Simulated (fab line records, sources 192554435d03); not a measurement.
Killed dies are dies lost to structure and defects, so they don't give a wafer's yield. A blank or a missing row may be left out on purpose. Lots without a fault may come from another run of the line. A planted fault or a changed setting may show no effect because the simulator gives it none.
fab line records | flow n5_finfet
record lots=7 wafers=21
route steps=1938 shown BEOL_M2@879 BEOL_M4@1031 BEOL_M5@1160
start_h: hours from the record's first day to the start of the lot's first wafer shown | wait_h: hours since the lot's step before | " the same as in the row above | L1.1+2: a row that stands for several wafers | - no value, or no start given | * or withheld: withheld | < > ~ a bound
route shown NAME@n: a module of which the file shows steps, and the number in the route of the first | usual: mean/standard deviation of fault-free wafers | same: alike in all rows | chamber/n: place in a boat | sites: the reading at each site | _std_site: their standard deviation | _edge_site: outer sites' mean less inner sites' | radius_mm: how far each site lies from the wafer's centre | mask NAME#n: copy n | behind: the tool/chamber that last shaped the wafer | hold: why the lot was held/for how many hours/how that ended | device: the transistor (n, p or np) that didn't switch | end of line: the same wafers' tests at the end of the route | a step without rows: its recipe alone | killed: dies lost to structure and defects at the first sort, not the wafer's yield | map: a wafer's dies, x killed, . not, _ none there
set.NAME: the setting as run; set.NAME@STEP: as run at that earlier step | model.NAME: the simulator's own value behind a step, which no gauge read
lots whose settings were changed on purpose; a table a step, a row a wafer
## steps
# step N5_BEOL_M2_DESCUM_33
# recipe chemistry=O2 time_s=7 source_power_w=50 bias_power_w=20 pressure_mtorr=20 rf_frequency_hz=2.712e+07 temp_c=40 resist=CAR-EUV o2_flow_sccm=225
# columns lot.wafer tool chamber start_h wait_h set.time_s model.CAR-EUV_of_BEOL_M2_COAT_22.thk_nm
L077.1+5 rie_diel-05 2,3 153.56 0.0 7 26.2
L077.6 " 0 " " 5.843 26.8
L079.1+3+4 rie_diel-04 1,2,3 157.77 0.1 7 26
L082.1 rie_diel-04 2 181.46 0.0 7 26
L082.3 " 0 " " 7.983 25.6
L082.6 " 1 " " 7.983 25.4
L083.1+4 rie_diel-03 0,2 186.84 0.4 7 26.2
L083.5 " 3 " " 7 26.4
L086.1 rie_diel-04 0 207.87 0.5 6.12 26.6
L086.2+3 " 3,2 " " 7 26
L091.1 rie_diel-04 0 236.31 0.0 7 26
L091.2+5 " 3 " " 8.181 25.4
L095.3 rie_diel-04 3 276.73 0.1 7 26
L095.4 " 3 " " 7 26.2
L095.5 " 1 " " 5.748 26.6
# step N5_BEOL_M2_ETCH_77
# recipe chemistry=N2/H2 target=underlayer target_depth_a=65 mask_material=CAR-EUV time_s=5.2 ion_energy_ev=200 pressure_mtorr=30 source_w=840 bias_w=150 n2_flow_sccm=200 h2_flow_sccm=200 ends=cleared
# columns lot.wafer tool chamber start_h wait_h set.time_s@BEOL_M2_DESCUM_33 model.CAR-EUV_of_BEOL_M2_COAT_22.thk_nm
L077.1+5 rie_diel-05 2,3 153.59 0.0 7 20.4
L077.6 " 0 " " 5.843 21
L079.1 rie_diel-04 1 157.81 0.0 7 20.2
L079.3+4 " 2,3 " " 7 20.4
L082.1 rie_diel-04 2 181.50 0.0 7 20.4
L082.3 " 0 " " 7.983 20
L082.6 " 1 " " 7.983 19.6
L083.1+4+5 rie_diel-03 0,2,3 186.88 0.0 7 20.6
L086.1 rie_diel-04 0 207.91 0.0 6.12 20.8
L086.2 " 3 " " 7 20.4
L086.3 " 2 " " 7 20.2
L091.1 rie_diel-04 0 236.34 0.0 7 20.4
L091.2 " 3 " " 8.181 19.6
L091.5 " 3 " " 8.181 19.8
L095.3+4 rie_diel-04 3 276.76 0.0 7 20.4
L095.5 " 1 " " 5.748 21
# step N5_BEOL_M2_ETCH_69
# recipe chemistry=CF4 target=SiARC target_depth_a=156 mask_material=CAR-EUV time_s=26 ion_energy_ev=80 pressure_mtorr=40 source_w=545 bias_w=36 Ar_flow_sccm=100 cf4_flow_sccm=100 ends=cleared
# columns lot.wafer tool chamber start_h wait_h set.time_s@BEOL_M2_DESCUM_33 model.CAR-EUV_of_BEOL_M2_COAT_22.thk_nm
L077.1+5 rie_diel-05 2,3 153.61 0.0 7 11.2
L077.6 " 0 " " 5.843 11.8
L079.1+3 rie_diel-04 1,2 157.82 0.0 7 11
L079.4 " 3 " " 7 11.2
L082.1 rie_diel-04 2 181.51 0.0 7 11
L082.3 " 0 " " 7.983 10.6
L082.6 " 1 " " 7.983 10.4
L083.1 rie_diel-03 0 186.90 0.0 7 11.2
L083.4+5 " 2,3 " " 7 11.4
L086.1 rie_diel-04 0 207.93 0.0 6.12 11.6
L086.2 " 3 " " 7 11.2
L086.3 " 2 " " 7 11
L091.1 rie_diel-04 0 236.36 0.0 7 11.2
L091.2 " 3 " " 8.181 10.4
L091.5 " 3 " " 8.181 10.6
L095.3+4 rie_diel-04 3 276.78 0.0 7 11.2
L095.5 " 1 " " 5.748 11.8
# step N5_BEOL_M2_ALD_98
# recipe material=SiO2 target_thk_a=25 temp_c=100 ald_precursor_family=BDEAS ald_co_reactant=O2-plasma pulse_time_s=1 co_reactant_pulse_time_s=1 purge_time_s=2 co_reactant_purge_time_s=2 ald_cycles=17 pressure_torr=2
# step N5_BEOL_M2_ETCHBACK_99
# recipe chemistry=CHF3 target=SiO2 target_depth_a=50 time_s=10.4 source_w=215 bias_w=47 Ar_flow_sccm=200 CHF3_flow_sccm=12 ion_energy_ev=100 pressure_mtorr=30
# columns lot.wafer tool chamber start_h wait_h set.time_s@BEOL_M2_DESCUM_33 model.CAR-EUV_of_BEOL_M2_COAT_22.thk_nm
L077.1+5 rie_diel-03 0,3 154.50 0.8 7 10.4
L077.6 " 0 " " 5.843 11.2
L079.1 rie_diel-04 3 160.59 2.6 7 10.2
L079.3+4 " 2,1 " " 7 10.4
L082.1 rie_diel-03 0 187.90 5.2 7 10.4
L082.3 " 2 " " 7.983 10
L082.6 " 3 " " 7.983 9.6
L083.1+4 rie_diel-03 1,2 190.61 3.5 7 10.6
L083.5 " 0 " " 7 10.8
L086.1 rie_diel-03 1 212.77 4.7 6.12 10.8
L086.2+3 " 2,0 " " 7 10.4
L091.1 rie_diel-03 3 237.70 0.6 7 10.4
L091.2+5 " 2 " " 8.181 9.8
L095.3+4 rie_diel-05 0,2 281.83 3.9 7 10.4
L095.5 " 1 " " 5.748 11
# step N5_BEOL_M4_EXPOSE_08
# recipe mask_id=M4 na=0.33 source_shape=dipole sigma_inner=0.369 sigma_outer=0.767 polarization=unpolarized dose_mj=41.25
# columns lot.wafer tool chamber start_h wait_h mask set.dose_mj
L077.1+6 euv_scanner-01 0 168.44 - M4#0 42.11
L077.5 " 0 " " M4#0 41.25
L079.1+3+4 euv_scanner-01 0 172.91 - M4#0 41.25
L082.1+3 euv_scanner-01 0 201.23 - M4#0 41.25
L082.6 " 0 " " M4#0 43.96
L083.1+5 euv_scanner-02 0 206.14 - M4#0 43.39
L083.4 " 0 " " M4#0 41.25
L086.1 euv_scanner-02 0 231.85 - M4#0 41.25
L086.2+3 " 0 " " M4#0 42.13
L091.1 euv_scanner-02 0 272.10 - M4#0 41.25
L091.2+5 " 0 " " M4#0 38.82
L095.3+4+5 euv_scanner-02 0 300.07 - M4#0 41.25
# step N5_BEOL_M4_PEB_09
# recipe peb_temp_c=100 peb_time_s=60 resist=CAR-EUV
# step N5_BEOL_M4_DEVELOP_10
# recipe develop_time_s=30 developer=TMAH resist=CAR-EUV rinse_liquid=surfactant_rinse dry=air_spin dev_temp_c=23
# step N5_BEOL_M4_CD_MEAS_11
# recipe target_cd_nm=16.79 landing_energy_ev=500 detector=se_inlens polarity=opening
# usual cd_nm=16.75/0.23
# columns lot.wafer tool chamber start_h wait_h set.dose_mj@BEOL_M4_EXPOSE_08 cd_nm
L077.1 cd_sem-03 0 168.57 - 42.11 16.55
L077.5 " 0 " " 41.25 16.31
L077.6 " 0 " " 42.11 16.90
L079.1 cd_sem-03 0 173.05 - 41.25 16.49
L079.3 " 0 " " 41.25 16.80
L079.4 " 0 " " 41.25 17.09
L082.1 cd_sem-02 0 201.36 - 41.25 16.62
L082.3 " 0 " " 41.25 16.76
L082.6 " 0 " " 43.96 17.94
L083.1 cd_sem-03 0 206.28 - 43.39 17.74
L083.4 " 0 " " 41.25 17.02
L083.5 " 0 " " 43.39 17.86
L086.1 cd_sem-03 0 231.98 - 41.25 16.72
L086.2 " 0 " " 42.13 16.90
L086.3 " 0 " " 42.13 17.16
L091.1 cd_sem-01 0 272.24 - 41.25 17.28
L091.2 " 0 " " 38.82 15.52
L091.5 " 0 " " 38.82 15.85
L095.3 cd_sem-01 0 300.19 - 41.25 17.00
L095.4 " 0 " " 41.25 16.59
L095.5 " 0 " " 41.25 16.66
# step N5_BEOL_M4_DESCUM_16
# recipe chemistry=O2 time_s=7 source_power_w=50 bias_power_w=20 pressure_mtorr=20 rf_frequency_hz=2.712e+07 temp_c=40 resist=CAR-EUV o2_flow_sccm=225
# step N5_BEOL_M4_ETCH_74
# recipe chemistry=N2/H2 target=underlayer target_depth_a=65 mask_material=CAR-EUV time_s=5.2 ion_energy_ev=200 pressure_mtorr=30 source_w=840 bias_w=150 n2_flow_sccm=200 h2_flow_sccm=200 ends=cleared
# columns lot.wafer tool chamber start_h wait_h set.dose_mj@BEOL_M4_EXPOSE_08 model.BEOL_M4.cd_offset_nm
L077.1 rie_diel-05 3 168.73 0.0 42.11 0.2
L077.5 " 1 " " 41.25 -0.4
L077.6 " 2 " " 42.11 0
L079.1+4 rie_diel-04 1 173.39 0.0 41.25 0.2
L079.3 " 3 " " 41.25 0
L082.1+3 rie_diel-05 3,2 201.59 0.0 41.25 -0.2
L082.6 " 1 " " 43.96 0.8
L083.1 rie_diel-05 2 206.45 0.0 43.39 0.8
L083.4 " 0 " " 41.25 0
L083.5 " 0 " " 43.39 1
L086.1 rie_diel-04 2 232.35 0.0 41.25 0
L086.2+3 " 0,3 " " 42.13 0.2
L091.1 rie_diel-05 0 272.39 0.0 41.25 -0.2
L091.2 " 3 " " 38.82 -1.4
L091.5 " 2 " " 38.82 -1.2
L095.3+4+5 rie_diel-05 0,1,0 300.34 0.0 41.25 0
# step N5_BEOL_M4_ETCH_63
# recipe chemistry=CF4 target=SiARC target_depth_a=156 mask_material=CAR-EUV time_s=26 ion_energy_ev=80 pressure_mtorr=40 source_w=545 bias_w=36 Ar_flow_sccm=100 cf4_flow_sccm=100 ends=cleared
# step N5_BEOL_M4_ETCH_64
# recipe chemistry=N2/H2 target=SOC target_depth_a=750 overetch_a=225 mask_material=SiARC temp_c=40 time_s=121.9 ion_energy_ev=200 pressure_mtorr=30 source_w=840 bias_w=150 n2_flow_sccm=200 h2_flow_sccm=200
# columns lot.wafer tool chamber start_h wait_h set.dose_mj@BEOL_M4_EXPOSE_08 model.BEOL_M4.cd_offset_nm
L077.1+6 rie_diel-05 3,2 168.78 0.0 42.11 0
L077.5 " 1 " " 41.25 0
L079.1+4 rie_diel-04 1 173.44 0.0 41.25 0.4
L079.3 " 3 " " 41.25 0
L082.1 rie_diel-05 3 201.64 0.0 41.25 -0.4
L082.3 " 2 " " 41.25 -0.6
L082.6 " 1 " " 43.96 1
L083.1 rie_diel-05 2 206.49 0.0 43.39 0.4
L083.4 " 0 " " 41.25 -0.4
L083.5 " 0 " " 43.39 0.6
L086.1 rie_diel-04 2 232.40 0.0 41.25 -0.2
L086.2 " 0 " " 42.13 0.2
L086.3 " 3 " " 42.13 0
L091.1 rie_diel-05 1 272.44 0.0 41.25 -0.2
L091.2 " 2 " " 38.82 -1.8
L091.5 " 1 " " 38.82 -1.2
L095.3+4 rie_diel-05 0,1 300.39 0.0 41.25 0.4
L095.5 " 0 " " 41.25 0.2
# step N5_BEOL_M4_STRIP_65
# recipe chemistry=N2/H2 temp_c=40 n2_flow_sccm=200 h2_flow_sccm=200 rf_frequency_hz=6e+07
# step N5_BEOL_M4_STRIP_75
# recipe chemistry=N2/H2 temp_c=40 n2_flow_sccm=200 h2_flow_sccm=200 rf_frequency_hz=6e+07
# step N5_BEOL_M4_HM_OPEN_17
# recipe chemistry=Cl2/BCl3 target_depth_a=200 overetch_a=60 target=TiN mask_material=SOC ion_energy_ev=150 pressure_mtorr=10 icp_w=1000 bias_w=126 Cl2_flow_sccm=53.25 bcl3_flow_sccm=21.75 Ar_flow_sccm=25
# step N5_BEOL_M4_STRIP_19
# recipe chemistry=O2 power_w=400 temp_c=40 pressure_mtorr=30 rf_frequency_hz=6e+07 bias_power_w=0 overash_fraction=0.2 o2_flow_sccm=225
# step N5_BEOL_M4_CD_MEAS_18
# recipe pitch_nm=36 target_cd_nm=18
# usual cd_nm=17.8/0.37
# columns lot.wafer tool chamber start_h wait_h set.dose_mj@BEOL_M4_EXPOSE_08 cd_nm
L077.1 cd_sem-03 - 169.13 0.0 42.11 17.9
L077.5 " - " " 41.25 17.7
L077.6 " - " " 42.11 17.7
L079.1 cd_sem-01 - 174.00 0.0 41.25 18.8
L079.3 " - " " 41.25 18.6
L079.4 " - " " 41.25 18.3
L082.1 cd_sem-02 - 202.05 0.0 41.25 17.5
L082.3 " - " " 41.25 17.2
L082.6 " - " " 43.96 19.1
L083.1 cd_sem-01 - 206.85 0.1 43.39 18.3
L083.4 " - " " 41.25 17.5
L083.5 " - " " 43.39 18.5
L086.1 cd_sem-03 - 232.80 0.0 41.25 18.0
L086.2 " - " " 42.13 17.8
L086.3 " - " " 42.13 18.1
L091.1 cd_sem-01 - 272.80 0.0 41.25 17.7
L091.2 " - " " 38.82 16.4
L091.5 " - " " 38.82 17.0
L095.3 cd_sem-03 - 300.75 0.1 41.25 18.4
L095.4 " - " " 41.25 18.2
L095.5 " - " " 41.25 17.9
# step N5_BEOL_M5_TRENCH_ETCH_37
# recipe chemistry=C4F6/O2 target_depth_a=716.52 target=SiCOH_lowk time_s=24.7 ion_energy_ev=250 pressure_mtorr=30 source_w=345 bias_w=185 Ar_flow_sccm=300 C4F6_flow_sccm=10 O2_flow_sccm=10
# columns lot.wafer tool chamber start_h wait_h set.time_s model.BEOL_M5.feature_depth_nm model.etch.depth_nm
L077.1 rie_diel-06 0 - - 24.7 70.8 70.8
L077.5 " 1 " " 20.84 60.4 60.36
L077.6 " 0 " " 24.7 71 70.95
L079.1 rie_diel-01 3 - - 24.7 69.8 69.89
L079.3 " 2 " " 24.7 70.4 70.39
L079.4 " 1 " " 24.7 72.8 72.88
L082.1 rie_diel-06 3 - - 19.2 55.8 55.81
L082.3 " 1 " " 24.7 70.8 70.76
L082.6 " 2 " " 24.7 72.6 72.55
L083.1 rie_diel-01 2 - - 24.7 70.8 70.72
L083.4 " 0 " " 24.7 71 71
L083.5 " 2 " " 24.7 70.6 70.6
L086.1 rie_diel-06 3 - - 22.26 64.8 64.83
L086.2 " 0 " " 22.26 63 62.93
L086.3 " 1 " " 22.26 63.2 63.28
L091.1 rie_diel-06 3 - - 19.14 55.8 55.83
L091.2 " 0 " " 24.7 73.2 73.17
L091.5 " 0 " " 19.14 56.8 56.8
L095.3 rie_diel-01 2 - - 24.7 72.6 72.6
L095.4 " 0 " " 24.7 71 70.93
L095.5 " 3 " " 24.7 69.4 69.39
# step N5_BEOL_M5_ETCH_41
# recipe chemistry=CH3F/O2 target=SiCN target_depth_a=315 taper_deg=2 time_s=56.7 ion_energy_ev=120 mask_material=TiN pressure_mtorr=30 source_w=395 bias_w=75 Ar_flow_sccm=150 CH3F_flow_sccm=30 O2_flow_sccm=20
# step N5_BEOL_M5_STRIP_91
# recipe chemistry=N2/H2 time_s=10 power_w=450 temp_c=40 pressure_mtorr=20 rf_frequency_hz=6e+07 bias_power_w=7 n2_flow_sccm=200 h2_flow_sccm=200
# step N5_BEOL_M5_OCD_MEAS_38
# usual trench_depth_nm=71.4/1.2
# columns lot.wafer tool chamber start_h wait_h set.time_s@BEOL_M5_TRENCH_ETCH_37 trench_depth_nm
L077.1 ocd-02 - 181.93 - 24.7 71.0
L077.5 " - " " 20.84 60.3
L077.6 " - " " 24.7 70.4
L079.1 ocd-02 - 197.46 - 24.7 69.8
L079.3 " - " " 24.7 70.7
L079.4 " - " " 24.7 73.1
L082.1 ocd-01 - 216.49 - 19.2 55.3
L082.3 " - " " 24.7 70.4
L082.6 " - " " 24.7 71.9
L083.1 ocd-01 - 220.93 - 24.7 71.0
L083.4 " - " " 24.7 70.7
L083.5 " - " " 24.7 70.4
L086.1 ocd-01 - 246.62 - 22.26 64.7
L086.2 " - " " 22.26 62.7
L086.3 " - " " 22.26 62.9
L091.1 ocd-02 - 286.41 - 19.14 55.4
L091.2 " - " " 24.7 72.9
L091.5 " - " " 19.14 56.6
L095.3 ocd-01 - 316.26 - 24.7 73.0
L095.4 " - " " 24.7 70.8
L095.5 " - " " 24.7 69.5
# step N5_BEOL_M5_ALD_86
# recipe material=TaN target_thk_a=* temp_c=275 ald_precursor_family=PDMAT ald_co_reactant=NH3 pressure_torr=3 carrier_flow_sccm=1500 pulse_time_s=2 purge_time_s=3 co_reactant_purge_time_s=2 co_reactant_pulse_time_s=3 ald_cycles=30 precursor_vessel_temp_c=75 precursor_vessel_pressure_torr=26.25 precursor_vessel_carrier_sccm=1000
# columns lot.wafer tool chamber start_h wait_h set.co_reactant_pulse_time_s
L077.1+5 ald_metal-01 3,2 183.09 0.1 3
L077.6 " 1 " " 2.624
L079.1+3+4 ald_metal-03 2,0,2 198.44 0.0 3
L082.1+3+6 ald_metal-02 2,3,3 217.38 0.1 3
L083.1+4+5 ald_metal-03 2,0,2 223.35 0.0 3
L086.1+2 ald_metal-03 0,2 247.56 0.0 3
L086.3 " 1 " " 2.41
L091.1 ald_metal-02 0 287.72 0.0 3
L091.2+5 " 2,0 " " 3.412
L095.3+4+5 ald_metal-01 3,2,3 317.22 0.0 3
# step N5_BEOL_M5_SURFACE_TREAT_87
# recipe gas=Ar time_s=* ion_energy_ev=* ion_current_ma_cm2=0.5 pressure_mtorr=* ar_flow_sccm=30
# step N5_BEOL_M5_CVD_47
# recipe material=Co target_thk_a=30 temp_c=withheld precursor=CCTBA/H2 pressure_torr=30 time_s=216
# step N5_BEOL_M5_ECD_50
# recipe material=Cu target_thk_a=3000
# step N5_BEOL_M5_ANNEAL_51
# recipe temp_c=225 time_s=90 ambient=N2
# step N5_BEOL_M5_CMP_52
# recipe stop_on=SiCOH_lowk t_overpolish_s=6.9 down_force_psi=1 platen_rpm=50 clearing_platen_down_force_psi=1.5 clearing_platen_rpm=50 post_cmp_clean=cu_alkaline target_thk_nm=62 clearing_platen_pad_velocity_m_s=0.99484 pad_velocity_m_s=0.99484
# columns lot.wafer tool chamber start_h wait_h set.time_s@BEOL_M5_TRENCH_ETCH_37 model.Cu_of_BEOL_M5_ECD_50.thk_nm
L077.1 cmp-03 1 189.06 0.4 24.7 60.4
L077.5 " 2 " " 20.84 50.4
L077.6 " 3 " " 24.7 61.2
L079.1 cmp-02 0 206.31 0.3 24.7 62.4
L079.4 " 1 " " 24.7 63.6
L079.3 " 3 " " 24.7 60
L082.3 cmp-04 0 222.94 0.3 24.7 61.2
L082.1 " 2 " " 19.2 47.2
L082.6 " 1 " " 24.7 64.4
L083.1 cmp-04 0 228.70 0.3 24.7 61.6
L083.4 " 2 " " 24.7 63.6
L083.5 " 3 " " 24.7 63.4
L086.1 cmp-04 3 254.99 0.3 22.26 56.8
L086.3 " 0 " " 22.26 53
L086.2 " 1 " " 22.26 55.2
L091.2 cmp-02 2 293.51 0.2 24.7 61.8
L091.1 " 1 " " 19.14 45.4
L091.5 " 2 " " 19.14 44.8
L095.4 cmp-02 3 322.72 0.2 24.7 60.2
L095.3 " 1 " " 24.7 63.6
L095.5 " 3 " " 24.7 58.4
# step N5_BEOL_M5_THK_MEAS_53
# recipe thk_meas_gauge=xrf reads=Cu_of_BEOL_M5_ECD_50
# usual M5_THK=62.6/2
# columns lot.wafer tool chamber start_h wait_h set.time_s@BEOL_M5_TRENCH_ETCH_37 M5_THK[nm]
L077.1 film_metro-02 - 189.24 - 24.7 60.4
L077.5 " - " " 20.84 50.3
L077.6 " - " " 24.7 61.4
L079.1 film_metro-01 - 206.60 - 24.7 62.2
L079.3 " - " " 24.7 59.8
L079.4 " - " " 24.7 63.4
L082.1 film_metro-01 - 223.24 - 19.2 47.5
L082.3 " - " " 24.7 61.5
L082.6 " - " " 24.7 64.7
L083.1 film_metro-02 - 228.95 - 24.7 61.9
L083.4 " - " " 24.7 63.8
L083.5 " - " " 24.7 63.8
L086.1 film_metro-02 - 255.29 - 22.26 57.9
L086.2 " - " " 22.26 56.4
L086.3 " - " " 22.26 53.8
L091.1 film_metro-01 - 293.81 - 19.14 45.7
L091.2 " - " " 24.7 62.5
L091.5 " - " " 19.14 45.1
L095.3 film_metro-02 - 322.97 - 24.7 63.6
L095.4 " - " " 24.7 60.3
L095.5 " - " " 24.7 58.9
# step N5_BEOL_M5_PRE_CLEAN_77
# recipe gas=NH3/H2 time_s=15 temp_c=* rf_power_w=300
# step N5_BEOL_M5_CO_CAP_78
# recipe material=Co target_thk_a=20 temp_c=200 precursor=CCTBA/H2 pressure_torr=30 time_s=102.1
# step N5_BEOL_M5_PRE_CLEAN_55
# recipe gas=NH3 time_s=15 temp_c=withheld rf_power_w=300
# step N5_BEOL_M5_DEP_56
# recipe material=SiCN target_thk_a=80 temp_c=withheld precursor=3MS/NH3 pressure_torr=3 rf_w=202 time_s=14
# step N5_BEOL_M5_RS_MEAS_57
# recipe thk_meas_gauge=four-point-probe reads=Co_of_BEOL_M5_CO_CAP_78+Cu_of_BEOL_M5_ECD_50+Co_of_BEOL_M5_CVD_47+TaN_of_BEOL_M5_ALD_86
# usual M5_RS=0.387/0.014
# columns lot.wafer tool chamber start_h wait_h set.time_s@BEOL_M5_TRENCH_ETCH_37 M5_RS[ohm/sq]
L077.1 film_metro-02 - 189.63 0.0 24.7 0.398
L077.5 " - " " 20.84 0.499
L077.6 " - " " 24.7 0.392
L079.1 film_metro-01 - 206.88 0.0 24.7 0.384
L079.3 " - " " 24.7 0.403
L079.4 " - " " 24.7 0.375
L082.1 film_metro-02 - 223.56 0.0 19.2 0.542
L082.3 " - " " 24.7 0.391
L082.6 " - " " 24.7 0.368
L083.1 film_metro-02 - 229.24 0.1 24.7 0.390
L083.4 " - " " 24.7 0.375
L083.5 " - " " 24.7 0.376
L086.1 film_metro-02 - 255.55 0.0 22.26 0.430
L086.2 " - " " 22.26 0.446
L086.3 " - " " 22.26 0.467
L091.1 film_metro-01 - 294.10 0.1 19.14 0.570
L091.2 " - " " 24.7 0.388
L091.5 " - " " 19.14 0.580
L095.3 film_metro-02 - 323.24 0.1 24.7 0.375
L095.4 " - " " 24.7 0.399
L095.5 " - " " 24.7 0.414
## key
split step=N5_BEOL_M2_DESCUM_33 setting=time_s stated=7 by=wafer
response step=N5_BEOL_M2_DESCUM_33 reading=model.CAR-EUV_of_BEOL_M2_COAT_22.thk_nm change=-0.0353 per=1% r=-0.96
response step=N5_BEOL_M2_ETCH_77 reading=model.CAR-EUV_of_BEOL_M2_COAT_22.thk_nm change=-0.0383 per=1% r=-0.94
response step=N5_BEOL_M2_ETCH_69 reading=model.CAR-EUV_of_BEOL_M2_COAT_22.thk_nm change=-0.0371 per=1% r=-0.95
response step=N5_BEOL_M2_ETCHBACK_99 reading=model.CAR-EUV_of_BEOL_M2_COAT_22.thk_nm change=-0.0386 per=1% r=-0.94
split step=N5_BEOL_M4_EXPOSE_08 setting=dose_mj stated=41.25 by=wafer
response step=N5_BEOL_M4_CD_MEAS_11 reading=cd_nm change=+0.204 per=1% r=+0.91
response step=N5_BEOL_M4_ETCH_74 reading=model.BEOL_M4.cd_offset_nm change=+0.169 per=1% r=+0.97
response step=N5_BEOL_M4_ETCH_64 reading=model.BEOL_M4.cd_offset_nm change=+0.201 per=1% r=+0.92
response step=N5_BEOL_M4_CD_MEAS_18 reading=cd_nm change=+0.194 per=1% r=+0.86
split step=N5_BEOL_M5_TRENCH_ETCH_37 setting=time_s stated=24.7 by=wafer
response step=N5_BEOL_M5_TRENCH_ETCH_37 reading=model.BEOL_M5.feature_depth_nm change=+0.721 per=1% r=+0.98
response step=N5_BEOL_M5_TRENCH_ETCH_37 reading=model.etch.depth_nm change=+0.719 per=1% r=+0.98
response step=N5_BEOL_M5_OCD_MEAS_38 reading=trench_depth_nm change=+0.72 per=1% r=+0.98
response step=N5_BEOL_M5_CMP_52 reading=model.Cu_of_BEOL_M5_ECD_50.thk_nm change=+0.71 per=1% r=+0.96
response step=N5_BEOL_M5_THK_MEAS_53 reading=M5_THK change=+0.72 per=1% r=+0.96
response step=N5_BEOL_M5_RS_MEAS_57 reading=M5_RS change=-0.00758 per=1% r=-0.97
split step=N5_BEOL_M5_ALD_86 setting=co_reactant_pulse_time_s stated=3 by=wafer
response none clear
